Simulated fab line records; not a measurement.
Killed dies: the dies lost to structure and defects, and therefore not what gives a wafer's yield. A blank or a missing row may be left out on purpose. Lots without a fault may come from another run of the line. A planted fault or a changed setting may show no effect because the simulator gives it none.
Problem report in the 8D (eight disciplines) form, filled by code	flow nandHarc	the parts of the form that need people (team, actions taken, sign-off) are left out

## 1. WHAT WENT WRONG
thkNm at NHARC_A_ONON_D2_THK_MEAS_11 reads a mean of 1492 nm on 4 wafers of 3 lots; wafers without a fault read 1000 nm with a standard deviation of 11. That is +45 standard deviations from the usual mean.
The step: measures by ellipsometry.
The first sign was on wafer L915.6 at day 14 16:34, on filmMetro-02. The record has a number at this step for 43 wafers belonging to 15 lots. Rule for "out", or "out of limits": more than 4 standard deviations from the usual mean. The rest of the wafers with a number are treated as sound.

## 2. WHAT IT IS, AND WHAT IT ISN'T
question	is	is not
which readings at this step	thkNm	-
which lots	L915, L918, L919	L909, L910, L920, L922, L924, L925, L926, L927, L928, L929, L930, L931
which wafers of those lots	L915.6, L918.2, L919.2, L919.6	L915.1, L918.1, L918.4
read on which gauges	filmMetro-01, filmMetro-02	-
when	from day 14 16:34	up to then (7 sound wafers); but 32 sound wafers of L918, L920, L922, L924, L925, L926, L927, L928, L929, L930, L931 came after

## 3. THE SUSPECTS, EACH WITH WHAT RULES IT OUT
Counting: any tool at a process step up to the reading remains a suspect provided it ran every lot that is out. Sound lots after the first of them don't rule it out here, since some wafers of a struck lot are sound.
- ruled out: the gauge at NHARC_A_ONON_D2_THK_MEAS_11. Those wafers that are out were read across 2 gauges (filmMetro-01, filmMetro-02).
- pecvdOnon-04 at NHARC_A_ONON_D2_DEP_09 (target thk 1000 nm): kept. It processed each lot that is out (first: L915, day 14 16:04); up to then, its last sound lot is L909 (day 11 06:35).
The count leaves pecvdOnon-04 at NHARC_A_ONON_D2_DEP_09.

## 4. THE CAUSE (what the simulator had put in)
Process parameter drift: pecvdOnon-04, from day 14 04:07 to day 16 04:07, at NHARC_A_ONON_D2_DEP_09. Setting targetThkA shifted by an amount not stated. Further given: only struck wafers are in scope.
The count eliminated every tool but this one.

## 5. SEQUENCE OF EFFECTS, ordered by route
Each row: a reading where the mean over the struck wafers with a number is more than 3 standard deviations away from the usual. Only readings whose record carries a usual standard deviation are examined. hours: median over the lots of the time between each lot's start at the first step of this table that gives one and its start at this step. sigmas: the change, counted in usual standard deviations.
hours	step	reading	usual	on struck wafers	change	sigmas
0	NHARC_A_ONON_D2_THK_MEAS_11	thkNm	1000 nm	1492	+492	+45
Later steps that measure or inspect, where all struck wafers having a row at the step show a number for every such reading and not one has moved that far: NHARC_A_ONON_D2_THK_MEAS_27.

## 6. WHAT WOULD HAVE CAUGHT IT SOONER
12 hours passed between the start of the fault at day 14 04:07 and the first reading out of limits at a measuring or inspecting step in this record, taken at day 14 16:34.
Among the 3 lots that are out, L918, L919 began NHARC_A_ONON_D2_DEP_09 on pecvdOnon-04 after day 14 16:34. A hold on the tool at that time would have spared those 2.
